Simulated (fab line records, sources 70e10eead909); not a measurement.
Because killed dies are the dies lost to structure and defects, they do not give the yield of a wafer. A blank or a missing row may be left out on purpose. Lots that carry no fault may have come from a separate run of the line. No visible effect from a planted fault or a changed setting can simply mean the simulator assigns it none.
A struck lot beside a sound one | flow nandHarc | 16 out of 1159 route steps
Sound: the wafers L269.2, L269.3, L269.5. The struck wafers were L257.1, L257.2, L257.3. The cause is given at the end.
For every step that has rows: the tool of each side, followed by ch and its chambers, followed by its first start. Under that, the readings that differ: sound wafers | struck wafers | difference of the means | sigmas: that difference in standard deviations of wafers without a fault.
alike: words and numbers the same on both sides, and readings whose means are apart by under 2 such deviations; not compared: readings that were withheld, readings missing a value for some wafer, numbers with overlapping values and no deviation given by the record, and bounds like >300 which may hide the same value.
Wherever a step has rows on one side only, a row that says differs or no value, or a row with sigmas, the two part there. Numbers that don't overlap but have no deviation are shown without sigmas and don't part them. Lack of a reading on every wafer of one side parts them only where that side has two or more wafers.

NHARC_P_M2_PRE_CLEAN_30: time 30 s.
  sound on pvdSputter-03; struck on pvdSputter-03
  alike: heaterPowerW
NHARC_P_M2_PVD_20: deposits TaN, target thk 5 nm, time 8.06 s.
  sound on pvdSputter-03; struck on pvdSputter-03
  alike: throttleValvePct
then, 4 steps without rows for these wafers: NHARC_P_M2_PVD_21 (deposits Cu, target thk 30 nm, time 20.49 s); NHARC_P_M2_ECD_22 (material Cu, target thk 400 nm); NHARC_P_M2_ANNEAL_31 (time 90 s); NHARC_P_M2_CMP_23 (polishes, t overpolish 20 s, target thk 144.3 nm).
NHARC_P_M2_THK_MEAS_24: measures by xrf.
  sound on filmMetro-02 at day 9 09:01; struck on filmMetro-01 at day 6 14:59
  alike: thkNm
after that, 1 step had no rows for these wafers: NHARC_P_M2_SRD_25.
NHARC_P_M2_INSPECT_27:
  sound on defectInspect-02 at day 9 09:10; struck on defectInspect-01 at day 6 15:08
  alike: rawDefectCount
NHARC_P_M2_PRE_CLEAN_32: time 12 s.
  sound on pecvd-03 ch 1,2, day 9 09:14; struck on pecvd-01 ch 0,1,2, day 6 15:13
  alike: heaterPowerW
NHARC_P_M2_DEP_33: deposits SiCN, target thk 30 nm.
  sound on pecvd-03 ch 1,2, day 9 09:19; struck on pecvd-01 ch 0,1,2, day 6 15:17
  alike: heaterPowerW
NHARC_P_BONDPAD_DEP_00: deposits SiCN, target thk 250 nm.
  sound on pecvd-01 ch 0,1, day 9 09:44; struck on pecvd-03 ch 0,1,2, day 6 16:18
  alike: heaterPowerW
NHARC_P_BONDPAD_CMP_32: polishes SiCN, target thk 200 nm.
  sound on cmp-04 ch 1,2,3, day 9 10:08; struck on cmp-04 ch 0,1,2, day 6 16:48
  alike: edgeZonePressureFrac, motorCurrentA
NHARC_P_BONDPAD_THK_MEAS_33: measures by ellipsometry.
  sound on filmMetro-02 at day 9 10:23; struck on filmMetro-02 at day 6 17:03
reading    | sound             | struck            | difference | sigmas
thkNm (nm) | 199.3 198.0 201.0 | 186.6 194.7 194.4 | -7.5       | -4
after that, 1 step had no rows for these wafers: NHARC_P_BONDPAD_SRD_34.
-- jump in the record: it breaks off in module P_BONDPAD and resumes in module END (first step shown: number 1159 of the route), and 13 days separate the struck wafers' starts before and after --
NHARC_END_SORT_01:
  sound on prober-01 ch 0, day 22 14:34; struck on prober-02 ch 0, day 19 20:19
  alike: defectLimitedYield, killedAtArray, killedAtOther, killedAtPeriphery, killedDies, killedOpen, killedShort, sort_bin_2_pct, sort_bin_3_pct, sort_bin_4_pct, sortNPass, sortRimYieldPct, sortYieldPct

WHERE THEY PART
Only at NHARC_P_BONDPAD_THK_MEAS_33, as far as this record shows. Later steps at which nothing parts them and some readings are alike: NHARC_END_SORT_01.

WHY: what the simulator had put in
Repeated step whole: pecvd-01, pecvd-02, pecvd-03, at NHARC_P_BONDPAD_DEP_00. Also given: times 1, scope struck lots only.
